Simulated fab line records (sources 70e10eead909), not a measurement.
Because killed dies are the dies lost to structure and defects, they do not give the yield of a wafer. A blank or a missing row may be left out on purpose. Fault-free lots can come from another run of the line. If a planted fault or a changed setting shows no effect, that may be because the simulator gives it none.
fab line records	flow nand-harc
record lots=7	wafers=20	last-day=33
route steps=1302 shown A_STAIRCASE@696 END@1302
lots untouched by any fault: they come from a run of this same line in which no faults occurred
start-h: the number of hours between the record's first day and the start of the first shown wafer of the lot	wait-h: hours from the lot's prior step to this one	" unchanged from the row above	L1.1+2: one row covering several wafers at once	- no value present, or no start provided	* or withheld: withheld	< > ~ a bound
route shown NAME@n: NAME is a module with steps in the file, n the number in the route of the first one	usual: average and standard deviation across the fault-free wafers	same: alike in all rows	chamber/n: place in a boat	sites: the reading at each site	_std_site: the values' standard deviation	_edge_site: outer sites' mean less inner sites'	radius-mm: for every site, how far away it sits from the centre of the wafer	mask NAME#n: copy n	behind: tool/chamber where the wafer was last shaped	hold: why the lot went on hold/how many hours it stayed there/how the hold came to an end	device: the n, p or np transistor that did not switch	end of line: tests of these same wafers at the route's end	where a step has no rows: the recipe by itself	killed: dies lost to structure and defects at the first sort, not the wafer's yield	map: shows each die of a wafer: x if killed, . if not, _ if none is there
set.NAME: the setting as run; set.NAME@STEP: as run at that earlier step	model.NAME: the simulator's own value behind a step, which no gauge read
lots at some steps of the route; a table a step, a row a wafer
services: a tool's chamber out of use, with start hour (start-h, from the record's first day; less than 0 if before it), hours out, and reason
## steps
# step NHARC_A_STAIRCASE_PEB_182
# recipe peb-temp-c=115	peb-time-s=130
# step NHARC_A_STAIRCASE_DEVELOP_183
# recipe time-s=140
# step NHARC_A_STAIRCASE_HARDBAKE_185
# recipe temp-c=120	time-s=140
# step NHARC_A_STAIRCASE_DESCUM_186
# recipe time-s=3	o2-flow-sccm=200	ar-flow-sccm=0	bias-power-w=0	chemistry=O2
# step NHARC_A_STAIRCASE_TRIM_187
# recipe time-s=211.2	o2-flow-sccm=500	ar-flow-sccm=0	bias-w=0	chemistry=O2
# usual drypump-motor-current-A=5.7/0.44	oes-product-au=0.995/0.01	rf-vpp-V=57.9/0.86	showerhead-plenum-p-Torr=3.55/0.11	throttle-valve-pct=17.036/0.0084
# same time-s=211.2
lot.wafer	tool	chamber	start-h	wait-h	drypump-motor-current-A	oes-product-au	rf-hours-counter-h	rf-vpp-V	showerhead-plenum-p-Torr	throttle-valve-pct
L264.2	rie-diel-07	2	380.10	0.1	5.3	1.006	24	57.7	3.66	17.045
L264.3	"	3	"	"	5.3	0.988	23	56.2	3.48	17.038
L264.4	"	1	"	"	5.1	0.998	22	56.9	3.62	17.051
L274.5	rie-diel-06	0	459.26	0.1	5.5	0.978	-	59.4	3.71	17.027
L274.4	"	1	"	"	5.7	1.001	-	59.4	3.48	17.034
L274.6	"	3	"	"	5.9	0.985	-	57.7	3.48	17.047
L276.3	rie-diel-06	0	464.45	0.2	5.5	0.995	56	57.8	3.71	17.055
L276.1	"	1	"	"	5.7	1.003	57	57.3	3.48	17.035
L276.4	"	3	"	"	5.9	0.983	-	57.2	3.48	17.041
L277.1	rie-diel-06	3	479.08	0.1	5.9	1.007	63	57.8	3.48	17.036
L277.6	"	2	"	"	6.6	0.985	-	57.7	3.44	17.032
L280.3	rie-diel-08	2	515.36	0.1	5.4	1.013	44	57.7	3.48	17.031
L280.6	"	3	"	"	5.5	0.986	-	59.5	3.31	17.039
L280.5	"	2	"	"	5.4	1.014	-	57.6	3.48	17.052
L282.2	rie-diel-07	2	538.90	0.1	5.2	0.995	18	57.0	3.63	17.030
L282.4	"	0	"	"	6.2	0.990	19	59.1	3.71	17.041
L282.5	"	1	"	"	5.0	0.991	-	59.0	3.59	17.045
L287.2	rie-diel-06	0	583.62	0.1	5.5	0.986	26	59.3	3.69	17.035
L287.1	"	3	"	"	5.9	0.999	25	57.8	3.46	17.047
L287.6	"	1	"	"	5.7	1.008	-	57.7	3.46	17.040
# step NHARC_A_STAIRCASE_ETCH_188
# recipe target-depth-a=1000	time-s=40.5	ion-energy-ev=400	c4f8-flow-sccm=20	o2-flow-sccm=10	ar-flow-sccm=withheld	rf-w=600	bias-w=1000	chemistry=C4F8/O2
# usual oes-product-au=0.937/0.015	rf-vpp-V=897/4.2
# same time-s=40.5
lot.wafer	tool	chamber	start-h	wait-h	oes-product-au	rf-hours-counter-h	rf-vpp-V
L264.4	rie-diel-07	3	-	-	0.925	23	894
L264.3	"	0	"	"	0.922	20	903
L264.2	"	2	"	"	0.933	24	899
L274.6	rie-diel-06	1	-	-	0.952	-	894
L274.4	"	3	"	"	0.942	-	895
L274.5	"	0	"	"	0.945	-	902
L276.1	rie-diel-06	0	-	-	0.916	56	903
L276.3	"	3	"	"	0.914	56	894
L276.4	"	0	"	"	0.913	-	903
L277.1	rie-diel-06	0	-	-	0.920	63	902
L277.6	"	3	"	"	0.931	-	895
L280.3	rie-diel-08	3	-	-	0.921	50	889
L280.5	"	0	"	"	0.925	-	897
L280.6	"	2	"	"	0.940	-	895
L282.2	rie-diel-07	0	-	-	0.930	19	904
L282.4	"	1	"	"	0.947	20	899
L282.5	"	3	"	"	0.958	-	894
L287.1	rie-diel-06	2	-	-	0.961	33	893
L287.2	"	3	"	"	0.960	25	893
L287.6	"	0	"	"	0.932	-	901
# step NHARC_A_STAIRCASE_TRIM_189
# recipe time-s=211.2	o2-flow-sccm=500	ar-flow-sccm=0	bias-w=0	chemistry=O2
# usual drypump-motor-current-A=5.7/0.45	oes-product-au=0.996/0.01	rf-vpp-V=57.7/0.93	showerhead-plenum-p-Torr=3.55/0.11	throttle-valve-pct=17.036/0.0099
# same time-s=211.2
lot.wafer	tool	chamber	start-h	wait-h	drypump-motor-current-A	oes-product-au	rf-hours-counter-h	rf-vpp-V	showerhead-plenum-p-Torr	throttle-valve-pct
L264.4	rie-diel-07	3	-	-	5.3	0.989	23	57.3	3.48	17.035
L264.2	"	1	"	"	5.0	0.997	22	58.4	3.62	17.024
L264.3	"	2	"	"	5.2	0.997	24	55.8	3.66	17.046
L274.6	rie-diel-06	3	-	-	5.9	0.992	-	57.3	3.48	17.016
L274.5	"	0	"	"	5.5	0.991	-	59.3	3.71	17.021
L274.4	"	1	"	"	5.7	1.016	-	59.2	3.48	17.049
L276.1	rie-diel-06	3	-	-	5.9	0.997	56	58.4	3.48	17.023
L276.3	"	1	"	"	5.7	1.003	58	56.1	3.48	17.039
L276.4	"	0	"	"	5.5	0.987	-	56.1	3.71	17.049
L277.1	rie-diel-06	0	-	-	5.5	0.991	63	56.9	3.71	17.034
L277.6	"	2	"	"	6.7	0.981	-	57.7	3.44	17.052
L280.3	rie-diel-08	0	-	-	5.3	1.000	42	56.6	3.51	17.038
L280.6	"	3	"	"	5.5	0.997	-	57.2	3.31	17.035
L280.5	"	2	"	"	5.4	1.010	-	58.4	3.48	17.037
L282.4	rie-diel-07	0	-	-	6.2	0.996	19	56.9	3.71	17.037
L282.2	"	1	"	"	5.0	0.992	20	58.1	3.59	17.034
L282.5	"	2	"	"	5.3	1.002	-	58.3	3.63	17.029
L287.2	rie-diel-06	3	-	-	5.9	1.002	25	59.8	3.47	17.032
L287.1	"	0	"	"	5.5	0.989	26	58.6	3.69	17.039
L287.6	"	0	"	"	5.5	0.995	-	58.0	3.69	17.025
# step NHARC_A_STAIRCASE_ETCH_190
# recipe target-depth-a=1000	time-s=40.5	ion-energy-ev=400	c4f8-flow-sccm=20	o2-flow-sccm=10	ar-flow-sccm=withheld	rf-w=600	bias-w=1000	chemistry=C4F8/O2
# step NHARC_A_STAIRCASE_TRIM_191
# recipe time-s=211.2	o2-flow-sccm=500	ar-flow-sccm=0	bias-w=0	chemistry=O2
# step NHARC_A_STAIRCASE_ETCH_192
# recipe target-depth-a=1000	time-s=40.5	ion-energy-ev=400	c4f8-flow-sccm=20	o2-flow-sccm=10	ar-flow-sccm=withheld	rf-w=600	bias-w=1000	chemistry=C4F8/O2
# usual oes-product-au=0.938/0.012	rf-vpp-V=897/4.2
# same time-s=40.5
lot.wafer	tool	chamber	start-h	wait-h	oes-product-au	rf-hours-counter-h	rf-vpp-V
L264.3	rie-diel-07	3	-	-	0.925	23	893
L264.4	"	0	"	"	0.933	21	903
L264.2	"	1	"	"	0.931	22	899
L274.4	rie-diel-06	1	-	-	0.942	-	894
L274.6	"	3	"	"	0.943	-	893
L274.5	"	0	"	"	0.941	-	904
L276.1	rie-diel-06	3	-	-	0.919	56	893
L276.3	"	0	"	"	0.913	57	904
L276.4	"	0	"	"	0.923	-	903
L277.1	rie-diel-06	0	-	-	0.955	63	902
L277.6	"	0	"	"	0.968	-	903
L280.3	rie-diel-08	3	-	-	0.928	51	887
L280.6	"	0	"	"	0.953	-	895
L280.5	"	2	"	"	0.953	-	892
L282.2	rie-diel-07	2	-	-	0.943	18	899
L282.4	"	1	"	"	0.939	20	899
L282.5	"	3	"	"	0.928	-	893
L287.2	rie-diel-06	0	-	-	0.934	28	901
L287.1	"	1	"	"	0.950	34	895
L287.6	"	3	"	"	0.949	-	895
# step NHARC_A_STAIRCASE_TRIM_193
# recipe time-s=211.2	o2-flow-sccm=500	ar-flow-sccm=0	bias-w=0	chemistry=O2
# usual drypump-motor-current-A=5.7/0.46	oes-product-au=0.996/0.01	rf-vpp-V=57.8/0.83	showerhead-plenum-p-Torr=3.55/0.11	throttle-valve-pct=17.036/0.0086
# same time-s=211.2
lot.wafer	tool	chamber	start-h	wait-h	drypump-motor-current-A	oes-product-au	rf-hours-counter-h	rf-vpp-V	showerhead-plenum-p-Torr	throttle-valve-pct
L264.2	rie-diel-07	3	-	-	5.3	0.984	23	57.9	3.48	17.038
L264.4	"	1	"	"	5.0	0.981	22	58.6	3.62	17.042
L264.3	"	2	"	"	5.2	0.996	25	55.9	3.66	17.022
L274.4	rie-diel-06	1	-	-	5.7	1.008	-	56.6	3.48	17.037
L274.6	"	3	"	"	5.9	0.999	-	56.9	3.48	17.029
L274.5	"	0	"	"	5.5	0.987	-	58.8	3.71	17.027
L276.1	rie-diel-06	1	-	-	5.7	1.000	58	57.0	3.48	17.047
L276.3	"	3	"	"	5.9	0.998	56	57.7	3.48	17.037
L276.4	"	3	"	"	5.9	0.992	-	56.0	3.48	17.041
L277.1	rie-diel-06	1	-	-	5.7	1.009	65	57.3	3.48	17.030
L277.6	"	3	"	"	5.9	0.998	-	58.3	3.48	17.029
L280.3	rie-diel-08	0	-	-	5.2	0.992	43	57.4	3.51	17.046
L280.5	"	2	"	"	5.4	1.013	-	57.5	3.48	17.043
L280.6	"	3	"	"	5.5	0.987	-	57.7	3.31	17.038
L282.2	rie-diel-07	1	-	-	5.1	1.005	20	58.2	3.59	17.033
L282.4	"	3	"	"	5.2	0.995	17	57.8	3.46	17.034
L282.5	"	1	"	"	5.0	0.996	-	58.6	3.59	17.041
L287.1	rie-diel-06	1	-	-	5.7	1.008	34	58.0	3.46	17.030
L287.2	"	2	"	"	6.7	0.998	37	57.8	3.42	17.048
L287.6	"	0	"	"	5.5	0.988	-	59.8	3.69	17.049
# step NHARC_A_STAIRCASE_ETCH_194
# recipe target-depth-a=1000	time-s=40.5	ion-energy-ev=400	c4f8-flow-sccm=20	o2-flow-sccm=10	ar-flow-sccm=withheld	rf-w=600	bias-w=1000	chemistry=C4F8/O2
# usual oes-product-au=0.938/0.012	rf-vpp-V=896/4.2
# same time-s=40.5
lot.wafer	tool	chamber	start-h	wait-h	oes-product-au	rf-hours-counter-h	rf-vpp-V
L264.4	rie-diel-07	1	381.03	-	0.950	22	899
L264.3	"	3	"	"	0.919	23	895
L264.2	"	0	"	"	0.931	21	905
L274.5	rie-diel-06	1	460.22	-	0.784	-	894
L274.6	"	3	"	"	0.931	-	894
L274.4	"	0	"	"	0.938	-	903
L276.3	rie-diel-06	1	466.21	-	0.943	58	892
L276.1	"	3	"	"	0.774	57	896
L276.4	"	3	"	"	0.914	-	894
L277.1	rie-diel-06	2	480.26	-	0.768	49	892
L277.6	"	2	"	"	0.936	-	893
L280.3	rie-diel-08	0	516.32	-	0.949	43	894
L280.6	"	0	"	"	0.941	-	896
L280.5	"	2	"	"	0.953	-	894
L282.2	rie-diel-07	2	539.73	-	0.951	18	900
L282.4	"	0	"	"	0.931	19	903
L282.5	"	3	"	"	0.945	-	893
L287.2	rie-diel-06	3	587.26	-	0.953	29	894
L287.1	"	0	"	"	0.939	28	903
L287.6	"	2	"	"	0.948	-	892
# step NHARC_END_SORT_01
# recipe temp-c=25
# usual killed-at-array=58/20	killed-at-other=1.0/1.2	killed-at-periphery=4.1/3	killed-dies=63/20	killed-open=3.2/1.7	killed-short=2.5/1.5
# same gross-dies=677
lot.wafer	tool	chamber	start-h	wait-h	killed-at-array	killed-at-other	killed-at-periphery	killed-dies	killed-open	killed-short
L276.1	prober-02	0	658.88	2.5	664	2	6	672	3	2
L274.5	prober-01	0	662.04	3.7	662	2	8	672	5	1
L277.1	prober-02	0	687.53	2.5	641	1	7	649	5	1
# killed by level:class
L276.1 A_STAIRCASE:area-etch=621 A_CHANNEL_HOLE_D1:chamber-film-flake=25 A_STAIRCASE:chamber-film-flake=4 P_BONDPAD:chamber-film-flake=3 A_SLIT:chamber-film-flake=3 P_GATE:chamber-film-flake=2 A_CHANNEL_FILL_D1:chamber-film-flake=2 A_CHANNEL_HOLE_D2:chamber-film-flake=2
L274.5 A_STAIRCASE:area-etch=609 A_SLIT:chamber-film-flake=25 A_CHANNEL_HOLE_D2:chamber-film-flake=9 P_ZERO_WELL:chamber-film-flake=5 A_CHANNEL_HOLE_D1:chamber-film-flake=5 A_CONTACT:chamber-film-flake=4 P_GATE:geometric-particle:open=2 A_STAIRCASE:chamber-film-flake=2
L277.1 A_STAIRCASE:area-etch=614 A_STAIRCASE:chamber-film-flake=11 A_CHANNEL_HOLE_D1:chamber-film-flake=7 P_GATE:chamber-film-flake=3 P_CONTACT:geometric-particle:open=2 A_SLIT:chamber-film-flake=2 P_M1:geometric-particle:open=1 A_DECK1_JOINT:geometric-particle:open=1
# map L274.5 (x killed, . not)
____________x____________
_________xxxxxxx_________
_______xxxxxxxxxxx_______
______xxxxxxxxxxxxx______
_____xxxxxxxxxxxxxxx_____
____xxxxxxxxxxxxxxxxx____
____xxxxxxxxxxxxxxxxx____
___x.xxxxxxxxxxxxxxxxx___
___xxxxxxxxxxxxxxxxxxx___
__xxxxxxxxxxxxxxxxx.xxx__
__x.xxxxxxxxxxxxxxxxxxx__
_xxxxxxxxxxxxxxxxxxxxxxx_
_xxxxxxxxxxxxxxxxxxxxxxx_
_xxxxxxxxxxxxxxxxxxxxxxx_
_xxxxxxxxxxxxxxxxxxxxxxx_
_xxxxxxxxxxxxxxxxxxxxxxx_
.xxxxxxxxxxxxxxxxxxxxxxxx
xxxxxxxxxxxxxxxxxxxxxxxxx
xxxxxxxxxxxxxxxxxxxxxxxxx
xxxxxxxxxxxxxxxxxxxxxxxxx
xxxxxxxxxxxxxxxxxxxxxxxxx
_xxxxxxxxxxxxxxxxxxxxxxx_
_xxxxxxxxxxxxxxxxxxxxxxx_
_xxxxxxxxxxxxxxxxxxxxxxx_
_xxxxxxxxxxxxxxxxxxxxxxx_
_xxxxxxxxxxxxxxxxxxxxxxx_
__xxxxxxxxxxxxxxxxxxxxx__
__xxxxxxxxxxxxxxxxxxxxx__
___xxxxxxxxxxxxxxxxxxx___
___xxxxxxxxxxxxxxxxxxx___
____xxxxxxxxxxxxxxxxx____
____xx.xxxxxxxxxxxxxx____
_____xxxxxxxxxxxxxxx_____
______xxxxxxxxxxxxx______
_______xxxxxxxxxxx_______
_________xxxxxxx_________
____________x____________
# map L276.1 (x killed, . not)
____________x____________
_________xxxxxxx_________
_______xxxxxxxxxxx_______
______xxxxxxxxxxxxx______
_____xxxxxxxxxxxxxxx_____
____xxxxxxxxxxxxxxxxx____
____xxxxxxxxxxxxxxxxx____
___xxxxxxxxxxxxxxxxxxx___
___xxxxxxxxxxxxxxxxxxx___
__.xxxxxxxxxxxxxxxxxxxx__
__xxxxxxxxxxxxxxxxxxxxx__
_xxxxxxxxxxxxxxxxxxxxxxx_
_xxxxxxxxxxxxxxxxxxxxxxx_
_xxxxxxxxxxxxxxxxxxxxxxx_
_xxxxx.xxxxxxxxxxx.xxxxx_
_xxxxxxxxxxxxxxxxxxxxxxx_
xxxxxxxxxxxxxxxxxxxxxxxxx
xxxxxxxxxxxxxxxxxxxxxxxxx
xxxxxxxxxxxxxxxxxxxxxxxxx
xxxxxxxxxxxxxxxxxxxxxxxxx
xxxxxxx.xxxxxxxxxxxxxxxxx
_xxxxxxxxxxxxxxxxxxxxxxx_
_xxxxxxxxxxxxxxxxxxxxxxx_
_xxxxxxxxxxxxxxxxxxxxx.x_
_xxxxxxxxxxxxxxxxxxxxxxx_
_xxxxxxxxxxxxxxxxxxxxxxx_
__xxxxxxxxxxxxxxxxxxxxx__
__xxxxxxxxxxxxxxxxxxxxx__
___xxxxxxxxxxxxxxxxxxx___
___xxxxxxxxxxxxxxxxxxx___
____xxxxxxxxxxxxxxxxx____
____xxxxxxxxxxxxxxxxx____
_____xxxxxxxxxxxxxxx_____
______xxxxxxxxxxxxx______
_______xxxxxxxxxxx_______
_________xxxxxxx_________
____________x____________
## services
tool	chamber	start-h	hours	kind
rie-diel-06	0	365.83	-	clean
rie-diel-06	1	365.83	-	clean
rie-diel-06	2	365.83	-	clean
rie-diel-06	3	365.83	-	clean
rie-diel-08	-	371.10	9.0	pm
rie-diel-06	0	392.33	-	clean
rie-diel-06	1	392.33	-	clean
rie-diel-06	2	392.33	-	clean
rie-diel-06	3	392.33	-	clean
rie-diel-08	2	393.50	11.2	repair
rie-diel-08	0	393.82	3.0	repair
rie-diel-08	1	416.73	3.3	repair
rie-diel-06	0	416.83	-	clean
rie-diel-06	1	416.83	-	clean
rie-diel-06	2	416.83	-	clean
rie-diel-06	3	416.83	-	clean
rie-diel-07	1	442.29	7.0	repair
rie-diel-07	-	471.29	9.0	pm
rie-diel-06	-	484.74	9.0	pm
rie-diel-08	1	507.94	34.1	repair
rie-diel-08	-	510.07	0.4	repair
rie-diel-08	-	548.92	9.0	pm
rie-diel-06	-	552.38	2.1	repair
rie-diel-06	3	573.18	5.0	repair
## key
first-sign step=NHARC_A_STAIRCASE_ETCH_194	reading=oes-product-au	direction=down	sigmas=14	usual=0.938	struck=0.775
effect step=NHARC_END_SORT_01	reading=killed-dies	direction=up	sigmas=30	usual=63	struck=664
more-kills-born-at NHARC_A_STAIRCASE_ETCH_194@rie-diel-06=1844
met-at NHARC_A_STAIRCASE_ETCH_194
struck-wafers L274.5,L276.1,L277.1
later-rows-left-out L274.5,L276.1,L277.1
tester-left-out L274,L276,L277
fault kind=process-parameter-drift	tool=rie-diel-06	chamber=-	onset-h=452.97	steps=NHARC_A_STAIRCASE_ETCH_194	channel=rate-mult	offset=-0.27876	shape=step	end-h=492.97	scope=struck-wafers-only
# tester-left-out: of these lots the tester's yield and bins aren't shown, on N5 and GAA mostly nor the transistor test; their killed dies are dies lost to structure and defects alone, not to doping, threshold or leakage, so they don't give the yield
# later-rows-left-out: the simulator's readings of these wafers behind a module that went badly wrong aren't trusted and aren't shown, but for the sort
